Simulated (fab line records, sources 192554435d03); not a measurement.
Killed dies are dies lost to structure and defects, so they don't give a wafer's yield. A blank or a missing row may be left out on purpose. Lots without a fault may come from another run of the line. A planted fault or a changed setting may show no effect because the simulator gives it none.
Problem report in the 8D (eight disciplines) form, filled by code | flow n5_finfet | the parts of the form that need people (team, actions taken, sign-off) are left out

1. THE PROBLEM
rf_fwd_power_W at N5_SD_EPI_N_ETCH_35 reads a mean of 3707 W on 2 wafers of 1 lot; wafers without a fault read 2997 W with a standard deviation of 8.1. That is +88 standard deviations from the usual mean.
The step: etches SOC in N2/H2, overetch 108 nm, time 486 s.
First seen on wafer L306.1, day 5 22:10, on rie_diel-03. The record holds 15 wafers of 5 lots with a number at this step. Rule for "out", or "out of limits": more than 4 standard deviations from the usual mean. The other wafers with a number count as sound.

2. WHAT IT IS AND WHAT IT IS NOT
question                    | is                       | is not
which readings at this step | rf_fwd_power_W, rf_vpp_V | drypump_motor_current_A, oes_product_au, showerhead_plenum_p_Torr
which lots                  | L306                     | L298, L301, L309, L313
which wafers of those lots  | L306.1, L306.6           | L306.5
read on which tools         | rie_diel-03              | rie_diel-01, rie_diel-04
when                        | from day 5 22:10         | up to then (7 sound wafers); but 6 sound wafers of L309, L313 came after

3. SUSPECTS, AND WHAT RULES EACH OUT
Counting: a tool at a process step up to the reading stays a suspect if it ran every lot that is out. Sound lots after the first of them don't rule it out here, since some wafers of a struck lot are sound.
- rie_diel-03 at N5_SD_EPI_N_DESCUM_14 (chemistry O2, time 7.9 s): kept. It ran the lot that is out, L306 (day 5 22:04); its last sound lot up to then is L301 (day 4 14:57).
- rie_diel-03 at N5_SD_EPI_N_ETCH_34 (etches SiARC in CF4, target depth 45.5 nm, time 75.8 s): kept. It ran the lot that is out, L306 (day 5 22:07); its last sound lot up to then is L301 (day 4 14:59).
- rie_diel-03 at N5_SD_EPI_N_ETCH_35 (etches SOC in N2/H2, overetch 108 nm, time 486 s): kept. It ran the lot that is out, L306 (day 5 22:10); its last sound lot up to then is L301 (day 4 15:02). Its own readings are out on those wafers: rf_fwd_power_W, rf_vpp_V.
- Within rie_diel-03 at N5_SD_EPI_N_DESCUM_14: the wafers that are out ran in chamber 3; their sound lot-mates ran in chamber 0.
- Within rie_diel-03 at N5_SD_EPI_N_ETCH_34: the wafers that are out ran in chamber 3; their sound lot-mates ran in chamber 0.
- Within rie_diel-03 at N5_SD_EPI_N_ETCH_35: the wafers that are out ran in chamber 3; their sound lot-mates ran in chamber 0.
Left after counting: rie_diel-03 at N5_SD_EPI_N_DESCUM_14, rie_diel-03 at N5_SD_EPI_N_ETCH_34, rie_diel-03 at N5_SD_EPI_N_ETCH_35.

4. THE CAUSE (what the simulator had put in)
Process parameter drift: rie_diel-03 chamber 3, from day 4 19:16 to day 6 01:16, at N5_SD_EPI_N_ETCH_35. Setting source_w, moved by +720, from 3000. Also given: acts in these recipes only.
Counting left 3 suspects, and this tool is among them.

5. THE CHAIN OF EFFECTS, in route order
Each row: a reading whose mean over the struck wafers that have a number lies more than 3 standard deviations from the usual. Only readings for which the record gives a usual standard deviation are gone through. hours: the time from each lot's start at the first step in this table that gives one to its start at this step, as a median over the lots. sigmas: the change in usual standard deviations.
hours | step                | reading        | usual   | on struck wafers | change | sigmas
0     | N5_SD_EPI_N_ETCH_35 | rf_fwd_power_W | 2997 W  | 3707             | +710   | +88
0     | N5_SD_EPI_N_ETCH_35 | rf_vpp_V       | 240.8 V | 223.4            | -17.4  | -15
The process steps in it:
- N5_SD_EPI_N_ETCH_35: etches SOC in N2/H2, overetch 108 nm, time 486 s.
Later measuring or inspecting steps at which every struck wafer that the step has a row for has a number for every such reading, and none has moved that far: N5_BEOL_M4_RC_MEAS_101.

6. WHAT WOULD HAVE CAUGHT IT SOONER
In this record the first reading out of limits was taken at day 5 22:10, 27 hours after the fault began at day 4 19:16.
